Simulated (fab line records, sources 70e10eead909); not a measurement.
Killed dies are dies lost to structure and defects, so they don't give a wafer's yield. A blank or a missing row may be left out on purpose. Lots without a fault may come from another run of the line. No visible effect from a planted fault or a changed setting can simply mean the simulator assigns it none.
fab line records | flow nand-harc
[record] lots = 6 wafers = 18 last-day = 34
route steps=1302 shown A_CONTACT@1081 END@1302
lots with no fault: from the same line, run without faults
start-h: the number of hours between the record's first day and the start of the first shown wafer of the lot | wait-h: time in hours since the lot's previous step | " repeats the value in the row above | L1.1+2: several wafers, shown together as one row | - no value, or no start given | * or withheld: withheld | < > ~ a bound
route shown NAME@n: NAME is a module with steps in the file, n the number in the route of the first one | usual: mean/standard deviation of fault-free wafers | same: alike in all rows | chamber/n: place in a boat | sites: the reading at each site | _std_site: standard deviation across them | _edge_site: the outer-site mean with the inner-site mean subtracted | radius-mm: for every site, how far away it sits from the centre of the wafer | mask NAME#n: copy n | behind: the last tool/chamber to shape the wafer | hold: the reason the lot was held/the length of the hold in hours/how it ended | device: transistor that didn't switch, given as n, p or np | end of line: the same wafers' tests at the end of the route | step lacking rows: just its recipe | killed: dies that structure and defects cost at the first sort, which is not the same as the wafer's yield | map: the dies of a wafer, with x for killed, . for not killed, _ for no die there
set.NAME: the setting as run; set.NAME@STEP: as run at that earlier step | model.NAME: the simulator's own value behind a step, which no gauge read
a table for each step, a row for each wafer; lots at some steps of the route
services: when a tool's chamber went out of use (start-h, in hours from the record's first day, below 0 if earlier), for how many hours, and the reason
[[steps]]
[step NHARC_A_CONTACT_DESCUM_13]
[recipe] time-s = 3 o2-flow-sccm = 200 ar-flow-sccm = 0 bias-power-w = 0 chemistry = O2
[step NHARC_A_CONTACT_ETCH_88]
[recipe] target-depth-a = 390 over-etch-frac = 0.3 time-s = 65 ion-energy-ev = 80 cf4-flow-sccm = 150 ar-flow-sccm = 0 rf-w = 300 bias-w = 100 chemistry = CF4
[step NHARC_A_CONTACT_ETCH_89]
[recipe] target-depth-a = 2600 over-etch-frac = 0.3 time-s = 475.3 ion-energy-ev = 200 n2-flow-sccm = 150 h2-flow-sccm = 150 ar-flow-sccm = 0 rf-w = 400 bias-w = 150 chemistry = N2/H2
[usual] drypump-motor-current-A = 5.9/0.38 oes-product-au = 0.998/0.013 rf-vpp-V = 431.2/3 showerhead-plenum-p-Torr = 2.07/0.099 throttle-valve-pct = 14.171/0.0092
[same] over-etch-frac = 0.3
// columns lot.wafer tool chamber start-h wait-h drypump-motor-current-A oes-product-au rf-hours-counter-h rf-vpp-V showerhead-plenum-p-Torr throttle-valve-pct
L872.3 rie-diel-02 0 - - 5.5 0.999 26 432.9 2.10 14.164
L872.6 " 1 " " 5.2 1.015 - 429.6 2.03 14.158
L872.5 " 2 " " 5.9 0.997 - 427.5 1.94 14.160
L882.3 rie-diel-03 0 - - 6.2 1.016 0 429.4 1.96 14.161
L882.4 " 2 " " 6.0 0.975 0 427.0 1.91 14.175
L882.6 " 1 " " 6.2 0.976 - 434.7 2.20 14.168
L883.2 rie-diel-02 2 - - 5.9 0.991 12 426.7 1.94 14.178
L883.6 " 1 " " 5.2 0.996 - 429.9 2.03 14.168
L883.5 " 3 " " 5.5 0.998 - 433.7 2.13 14.170
L891.3 rie-diel-13 3 - - 5.6 1.017 7 434.0 2.19 14.158
L891.2 " 2 " " 6.5 1.014 8 428.3 1.99 14.169
L891.5 " 0 " " 6.3 0.994 - 430.2 2.06 14.182
L892.1 rie-diel-03 1 - - 6.2 0.995 33 435.6 2.19 14.175
L892.6 " 2 " " 6.0 0.976 - 427.9 1.90 14.175
L892.5 " 3 " " 5.9 1.007 - 433.3 2.12 14.177
L890.3 rie-diel-02 0 - - 5.5 0.983 23 432.1 2.09 14.165
L890.2 " 3 " " 5.5 1.002 21 432.3 2.13 14.167
L890.5 " 1 " " 5.2 1.010 - 430.8 2.02 14.161
[step NHARC_A_CONTACT_ETCH_30]
[recipe] target-depth-a = 726 time-s = 36.3 cf4-flow-sccm = 100 chf3-flow-sccm = 30 ar-flow-sccm = 0 rf-w = 500 bias-w = 200 chemistry = CF4/CHF3
[step NHARC_A_CONTACT_ETCH_31]
[recipe] target-depth-a = 28000 over-etch-frac = 0.3 time-s = 728 ion-energy-ev = 150 o2-flow-sccm = 400 cos-flow-sccm = 20 ar-flow-sccm = 0 rf-w = 500 bias-w = 300 chemistry = O2/COS
[usual] cos-flow-sccm = 19.99/0.057 drypump-motor-current-A = 5.9/0.38 oes-product-au = 0.998/0.013 rf-vpp-V = 314.6/2.2 showerhead-plenum-p-Torr = 3.16/0.14 throttle-valve-pct = 28.331/0.0088
[same] over-etch-frac = 0.3
// columns lot.wafer tool chamber start-h wait-h cos-flow-sccm drypump-motor-current-A oes-product-au rf-hours-counter-h rf-vpp-V showerhead-plenum-p-Torr throttle-valve-pct
L872.3 rie-diel-02 0 - - 20.03 5.6 0.985 27 316.2 3.21 28.328
L872.5 " 3 " " 20.00 5.6 1.009 - 315.2 3.26 28.333
L872.6 " 0 " " 20.08 5.5 0.990 - 314.5 3.21 28.331
L882.3 rie-diel-03 2 - - 20.06 6.0 0.974 0 312.2 2.95 28.335
L882.4 " 0 " " 20.04 6.2 1.018 0 311.4 3.01 28.320
L882.6 " 2 " " 20.03 6.0 0.973 - 312.2 2.95 28.330
L883.2 rie-diel-02 2 - - 20.02 5.9 0.984 12 311.1 2.98 28.324
L883.5 " 1 " " 19.91 5.2 1.011 - 312.8 3.10 28.305
L883.6 " 3 " " 20.03 5.5 1.004 - 315.7 3.25 28.333
L891.3 rie-diel-13 1 - - 19.94 6.4 0.997 7 317.5 3.32 28.345
L891.2 " 3 " " 20.00 5.6 1.016 7 316.3 3.34 28.346
L891.5 " 1 " " 19.92 6.5 0.999 - 317.0 3.32 28.333
L892.1 rie-diel-03 1 - - 19.98 6.2 0.998 34 316.9 3.33 28.334
L892.6 " 0 " " 20.02 6.2 1.023 - 313.6 3.00 28.332
L892.5 " 1 " " 20.02 6.2 0.995 - 317.0 3.33 28.324
L890.2 rie-diel-02 3 - - 19.97 5.6 1.014 21 314.9 3.25 28.322
L890.3 " 2 " " 20.02 5.9 0.992 24 312.1 2.97 28.336
L890.5 " 0 " " 19.97 5.5 0.989 - 315.3 3.20 28.347
[step NHARC_A_CONTACT_ETCH_134]
[recipe] source-w = withheld pressure-mtorr = 20 bias-v = withheld time-s = 140 target-depth-a = 7000 ar-flow-sccm = withheld c4f8-flow-sccm = withheld o2-flow-sccm = withheld chemistry = C4F8/O2/Ar
[step NHARC_A_CONTACT_ETCH_135]
[recipe] source-w = withheld pressure-mtorr = 20 bias-v = 1200 time-s = 311 target-depth-a = 19120 ar-flow-sccm = withheld c4f8-flow-sccm = withheld o2-flow-sccm = withheld chemistry = C4F8/O2/Ar
// columns lot.wafer tool chamber start-h wait-h rf-hours-counter-h
L872.3 har-cap-etch-03 0 542.13 0.2 -
L872.6 " 1 " " -
L872.5 " 0 " " -
L882.3 har-cap-etch-01 0 648.91 0.2 -
L882.4 " 1 " " -
L882.6 " 0 " " -
L883.2 har-cap-etch-03 1 650.86 0.2 69
L883.5 " 0 " " -
L883.6 " 1 " " -
L891.2 har-cap-etch-02 1 726.58 0.2 138
L891.3 " 0 " " -
L891.5 " 1 " " -
L892.1 har-cap-etch-03 0 729.23 0.2 83
L892.5 " 0 " " -
L892.6 " 1 " " -
L890.2 har-cap-etch-01 0 735.52 0.2 37
L890.3 " 1 " " -
L890.5 " 1 " " -
[step NHARC_A_CONTACT_ETCH_136]
[recipe] source-w = withheld pressure-mtorr = 20 bias-v = 1200 time-s = 311 target-depth-a = 19120 ar-flow-sccm = withheld c4f8-flow-sccm = withheld o2-flow-sccm = withheld chemistry = C4F8/O2/Ar
[step NHARC_A_CONTACT_ETCH_137]
[recipe] source-w = withheld pressure-mtorr = 20 bias-v = 1200 time-s = 311 target-depth-a = 19120 ar-flow-sccm = withheld c4f8-flow-sccm = withheld o2-flow-sccm = withheld chemistry = C4F8/O2/Ar
[step NHARC_A_CONTACT_ETCH_138]
[recipe] source-w = withheld pressure-mtorr = 20 bias-v = 1200 time-s = 311 target-depth-a = 19140 ar-flow-sccm = withheld c4f8-flow-sccm = withheld o2-flow-sccm = withheld chemistry = C4F8/O2/Ar
[step NHARC_A_CONTACT_ETCH_139]
[recipe] source-w = withheld pressure-mtorr = 20 bias-v = 400 time-s = 195 target-depth-a = 8400 ar-flow-sccm = withheld c4f8-flow-sccm = 11.5 o2-flow-sccm = 7.2 chemistry = C4F8/O2/Ar
// columns lot.wafer tool chamber start-h wait-h rf-hours-counter-h
L872.3 har-cap-etch-03 0 543.22 0.2 -
L872.6 " 1 " " -
L872.5 " 0 " " -
L882.3 har-cap-etch-01 0 650.01 0.2 -
L882.4 " 1 " " -
L882.6 " 0 " " -
L883.2 har-cap-etch-03 1 651.94 0.2 70
L883.5 " 0 " " -
L883.6 " 1 " " -
L891.2 har-cap-etch-02 1 727.66 0.2 139
L891.3 " 0 " " -
L891.5 " 1 " " -
L892.1 har-cap-etch-03 0 730.31 0.2 84
L892.5 " 0 " " -
L892.6 " 1 " " -
L890.2 har-cap-etch-01 0 736.61 0.2 38
L890.3 " 1 " " -
L890.5 " 1 " " -
[step NHARC_A_CONTACT_ETCH_92]
[recipe] target-depth-a = 400 over-etch-frac = 0.5 time-s = 85.7 ion-energy-ev = 120 ch3f-flow-sccm = 50 o2-flow-sccm = 30 ar-flow-sccm = 200 rf-w = 500 bias-w = 100 chemistry = CH3F/O2
[usual] drypump-motor-current-A = 5.8/0.4 oes-product-au = 0.94/0.036 rf-vpp-V = 244.7/1.6 showerhead-plenum-p-Torr = 2.48/0.1 throttle-valve-pct = 20.662/0.0084
[same] over-etch-frac = 0.5
// columns lot.wafer tool chamber start-h wait-h drypump-motor-current-A oes-product-au rf-hours-counter-h rf-vpp-V showerhead-plenum-p-Torr throttle-valve-pct
L872.3 rie-diel-13 0 543.66 0.4 6.3 0.95 7 244.8 2.50 20.661
L872.5 " 2 " " 6.5 0.94 - 244.9 2.43 20.665
L872.6 " 3 " " 5.6 0.92 - 246.8 2.66 20.658
L882.3 rie-diel-02 1 650.51 0.5 5.2 0.93 12 244.7 2.44 20.671
L882.6 " 3 " " 5.6 0.93 - 244.8 2.57 20.684
L882.4 " 1 " " 5.2 0.93 - 245.3 2.44 20.667
L883.2 rie-diel-02 1 652.49 0.5 5.2 0.93 12 242.3 2.44 20.667
L883.6 " 3 " " 5.5 0.94 - 245.6 2.57 20.672
L883.5 " 1 " " 5.2 0.93 - 245.2 2.44 20.669
L891.3 rie-diel-02 3 728.20 0.4 5.5 0.92 21 244.5 2.56 20.672
L891.2 " 0 " " 5.5 0.90 22 246.9 2.52 20.666
L891.5 " 1 " " 5.2 0.93 - 243.4 2.44 20.673
L892.1 rie-diel-13 0 730.89 0.5 6.3 0.92 7 245.0 2.48 20.671
L892.5 " 3 " " 5.6 0.93 - 245.6 2.63 20.661
L892.6 " 0 " " 6.3 0.93 - 243.7 2.48 20.657
L890.3 rie-diel-02 1 737.15 0.4 5.2 0.95 25 243.7 2.44 20.659
L890.2 " 2 " " 5.9 0.93 24 242.2 2.34 20.682
L890.5 " 0 " " 5.5 0.93 - 246.1 2.52 20.666
[step NHARC_A_CONTACT_ETCH_98]
[recipe] target-depth-a = 200 over-etch-frac = 0.5 time-s = 10 ion-energy-ev = 250 c4f6-flow-sccm = 25 o2-flow-sccm = 20 ar-flow-sccm = 500 rf-w = 600 bias-w = 500 chemistry = C4F6/O2
[usual] drypump-motor-current-A = 5.8/0.39 oes-product-au = 0.962/0.028 rf-vpp-V = 548/3.3 showerhead-plenum-p-Torr = 3.96/0.16 throttle-valve-pct = 26.903/0.0096
[same] over-etch-frac = 0.5
// columns lot.wafer tool chamber start-h wait-h drypump-motor-current-A oes-product-au rf-hours-counter-h rf-vpp-V showerhead-plenum-p-Torr throttle-valve-pct
L872.3 rie-diel-13 3 543.77 - 5.6 0.960 8 552 4.22 26.910
L872.6 " 3 " " 5.6 0.954 - 554 4.22 26.890
L872.5 " 0 " " 6.3 0.961 - 548 3.99 26.900
L882.3 rie-diel-02 1 650.64 0.1 5.2 0.959 12 546 3.90 26.904
L882.4 " 2 " " 5.9 0.934 - 543 3.75 26.918
L882.6 " 3 " " 5.5 0.759 - 551 4.08 26.888
L883.2 rie-diel-02 3 652.63 0.1 5.5 0.753 12 550 4.08 26.891
L883.6 " 2 " " 5.9 0.933 - 544 3.75 26.914
L883.5 " 1 " " 5.2 0.958 - 547 3.90 26.900
L891.2 rie-diel-02 0 728.32 - 5.5 0.916 22 549 4.01 26.912
L891.3 " 1 " " 5.2 0.947 24 546 3.89 26.906
L891.5 " 3 " " 5.6 0.938 - 548 4.08 26.909
L892.1 rie-diel-13 1 731.02 - 6.5 0.930 8 552 4.16 26.917
L892.6 " 3 " " 5.6 0.960 - 554 4.18 26.908
L892.5 " 0 " " 6.3 0.948 - 548 3.96 26.897
L890.2 rie-diel-02 1 737.26 - 5.3 0.958 25 547 3.89 26.899
L890.3 " 2 " " 5.9 0.936 24 543 3.74 26.904
L890.5 " 2 " " 5.9 0.927 - 543 3.74 26.900
[step NHARC_A_CONTACT_CD_MEAS_15]
[usual] cd-nm = 190.2/0.86
// columns lot.wafer tool chamber start-h wait-h cd-nm
L872.3 cd-sem-02 - 543.86 - 190.5
L872.5 " - " " 189.6
L872.6 " - " " 189.7
L882.3 cd-sem-03 - 650.73 - 188.9
L882.4 " - " " 188.9
L882.6 " - " " 189.2
L883.2 cd-sem-03 - 652.71 - 189.6
L883.5 " - " " 190.0
L883.6 " - " " 190.3
L891.2 cd-sem-03 - 728.40 - 190.6
L891.3 " - " " 190.0
L891.5 " - " " 189.5
L892.1 cd-sem-02 - 731.10 - 188.8
L892.5 " - " " 189.9
L892.6 " - " " 188.6
L890.2 cd-sem-02 - 737.35 - 191.7
L890.3 " - " " 189.7
L890.5 " - " " 191.8
[step NHARC_END_SORT_01]
[recipe] temp-c = 25
[usual] killed-at-array = 63/27 killed-at-other = 0.7/1.2 killed-at-periphery = 3.1/2 killed-dies = 67/28 killed-open = 3.0/1.9 killed-short = 2.2/1.5
[same] gross-dies = 677
// columns lot.wafer tool chamber start-h wait-h killed-at-array killed-at-other killed-at-periphery killed-dies killed-open killed-short
L883.2 prober-02 0 700.04 2.8 382 1 8 391 3 1
L882.6 prober-01 0 703.23 4.0 418 0 1 419 3 1
L892.1 prober-02 0 791.00 2.5 38 2 0 40 0 1
L892.5 prober-02 0 794.19 3.7 35 3 3 41 3 1
L892.6 prober-02 0 794.99 4.0 33 0 7 40 4 2
// killed by level:class
L883.2 A_CONTACT:area-etch=335 A_SLIT:chamber-film-flake=31 A_CONTACT:chamber-film-flake=6 P_M1:chamber-film-flake=4 A_CHANNEL_HOLE_D1:chamber-film-flake=4 A_CHANNEL_FILL_D2:geometric-particle:open=2 P_ZERO_WELL:chamber-film-flake=2 A_ONON_D1:geometric-particle:short=1
L882.6 A_CONTACT:area-etch=369 A_CHANNEL_HOLE_D2:chamber-film-flake=25 A_CONTACT:chamber-film-flake=10 A_CHANNEL_HOLE_D1:chamber-film-flake=5 A_SLIT:chamber-film-flake=4 P_GATE:geometric-particle:open=1 A_CHANNEL_FILL_D1:geometric-particle:open=1 A_SGD_CUT:geometric-particle:open=1
L892.1 A_CHANNEL_HOLE_D1:chamber-film-flake=21 A_SLIT:chamber-film-flake=11 A_CHANNEL_HOLE_D2:chamber-film-flake=2 A_CONTACT:chamber-film-flake=2 THIN_TSV:chamber-film-flake=2 A_CHANNEL_HOLE_D1:geometric-particle:short=1 A_STAIRCASE:chamber-film-flake=1
L892.5 A_CHANNEL_HOLE_D1:chamber-film-flake=17 A_SLIT:chamber-film-flake=7 A_CONTACT:chamber-film-flake=3 P_CONTACT:chamber-film-flake=2 A_CHANNEL_HOLE_D2:chamber-film-flake=2 THIN_TSV:chamber-film-flake=2 P_STI:geometric-particle:short=1 A_CHANNEL_HOLE_D1:geometric-particle:open=1
L892.6 A_CHANNEL_HOLE_D1:chamber-film-flake=17 A_SLIT:chamber-film-flake=6 A_STAIRCASE:chamber-film-flake=3 P_GATE:chamber-film-flake=2 P_BONDPAD:chamber-film-flake=2 A_CHANNEL_HOLE_D2:chamber-film-flake=2 A_CONTACT:chamber-film-flake=2 P_GATE:geometric-particle:open=1
// map L882.6 (x killed, . not)
____________.____________
_________......._________
_______..........._______
______............x______
_____...xx.x...x..x._____
____.xx.xx...xx......____
____x.....xxx.xx...xx____
___..xx..xxx..........___
___.x.x.x.....x...xxx.___
__.x..xxxxx.xxxxx..x..x__
__..xxx.xxxxxxxx..x....__
_x.x..x.xxxxxxxxxxxx...._
_.xx..x..xxxxxx..x.x...._
_x.x.x..xxxxxxxx.xxxxx.._
_.xx.x.xxxxxxxx.xx.x.x.._
_x..xxxx.xxxxxxxxx.x.x.._
xx..x.xxxxxxxxx.xx...x...
x..x.xxxxx.xxxxxx....xx..
x.x.xxxxxxxxxxxxxxxx.....
......xxxxxxxxxxxxxxx...x
.xx..xxxxxxx..xx..xxx.x..
_..x...xxxxxxx.xxxx.xx.x_
_xx.xxx.xxxxxxxxxxxxxxx._
_xxx.xxxxxxxxxxx.xxx...._
_.xx..xxxxxxxxxxxx.xx.xx_
_xxx.xxxxxxxxxxx.xxx.xxx_
__..x.xx.xxxxxxxxxxx.xx__
__x.xxxxxxxxxxxxxxxxxx.__
___x.x.xx.x.xxxxxx.xxx___
___xxx.x.xxxxxxxx..x.x___
____x.xxx.xx.xxxxxxxx____
____xx.x..xxxxxxxxxxx____
_____.x..xx.xx.x.xx._____
______xx...x.xx.x.x______
_______xxxxx.x.xxx_______
_________.x..xxx_________
____________x____________
// map L883.2 (x killed, . not)
____________.____________
_________......._________
_______.x....x...._______
______...x.x..xx...______
_____...x...xx...x.._____
____...xx...x....x...____
____...xxx.xxxx...xxx____
___..........xx.x.....___
___....x.x...x.xx..xxx___
__x...xx.....xxx.x....x__
__.x.x..x.xx.xxxxxx.x..__
_.x...x.xxxxxxxx..xx...._
_..xxxxxx.xxxxxx.xx.xx.._
_...x...xxxxxxxxxx.x.xxx_
_xx....xxxxxxxx.xxxxxx.._
_..x.xxx.xxxxx.xxxxxxxxx_
x..x.xxxxxxxxxx..xx.xx..x
x..x.xxx.xxxx.xxxxxx..xx.
xx..xxxxxxxxx.xxx...xx...
.x.xxxxx.xxx.xxx.xxx..xxx
...xxxx.xxx.xx.x.xx.xxxxx
_.....xxxxxxxxxxx.xxxxxx_
_......xxxxx.xx....x..xx_
_.xxxxxx.x.xxxxxxxxxx.xx_
_...x.xxx..xx.xx.xx.xx.x_
_..xxxx...xxx.x.xx.xxxx._
__.x.x.x..xxxxxx.xx.xxx__
__..x...xxxxx.xxxx.x.xx__
___...xxxx...xxxxxx...___
___.xxxxxx.xxx.xx.x.x.___
____....x...xx.xxxxx.____
____....xxxxxx.xxxx..____
_____xxx.xx.x.x.xx.x_____
______xxxx.xxx.xxxx______
_______xxxx...xxxx_______
_________x..xxx._________
____________.____________
[[services]]
// columns tool chamber start-h hours kind
rie-diel-13 - 519.68 9.0 pm
rie-diel-02 0 525.32 - clean
rie-diel-02 1 525.32 - clean
rie-diel-02 2 525.32 - clean
rie-diel-02 3 525.32 - clean
rie-diel-02 0 549.82 - clean
rie-diel-02 1 549.82 - clean
rie-diel-02 2 549.82 - clean
rie-diel-02 3 549.82 - clean
rie-diel-03 3 568.58 8.0 repair
rie-diel-02 - 570.79 9.0 pm
rie-diel-02 0 570.79 9.0 vent-cycle
rie-diel-02 1 570.79 9.0 vent-cycle
rie-diel-02 2 570.79 9.0 vent-cycle
rie-diel-13 0 613.37 7.5 repair
rie-diel-03 1 628.30 3.7 repair
rie-diel-13 0 632.18 10.7 repair
har-cap-etch-03 - 633.64 0.5 repair
rie-diel-03 - 637.51 9.0 pm
rie-diel-13 1 639.12 3.0 repair
rie-diel-02 0 646.66 9.8 repair
rie-diel-02 3 671.29 9.8 repair
rie-diel-13 - 696.68 9.0 pm
har-cap-etch-02 - 732.70 2.6 repair
[[key]]
[first-sign] step = NHARC_A_CONTACT_ETCH_98 reading = oes-product-au direction = down sigmas = 7.5 usual = 0.962 struck = 0.756
[effect] step = NHARC_END_SORT_01 reading = killed-at-array direction = up sigmas = 12 usual = 63 struck = 400
[more-kills-born-at] NHARC_A_CONTACT_ETCH_98@rie-diel-02 = 704
met-at NHARC_A_CONTACT_ETCH_98
struck-wafers L882.6,L883.2
later-rows-left-out L882.6
tester-left-out L882,L883
[fault] kind = process-parameter-drift tool = rie-diel-02 chamber = 3 onset-h = 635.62 steps = NHARC_A_CONTACT_ETCH_98 channel = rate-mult offset = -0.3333 shape = step end-h = 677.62
// tester-left-out: of these lots the tester's yield and bins aren't shown, on N5 and GAA mostly nor the transistor test; their killed dies are dies lost to structure and defects alone, not to doping, threshold or leakage, so they don't give the yield
// later-rows-left-out: the simulator's readings of these wafers behind a module that went badly wrong aren't trusted and aren't shown, but for the sort
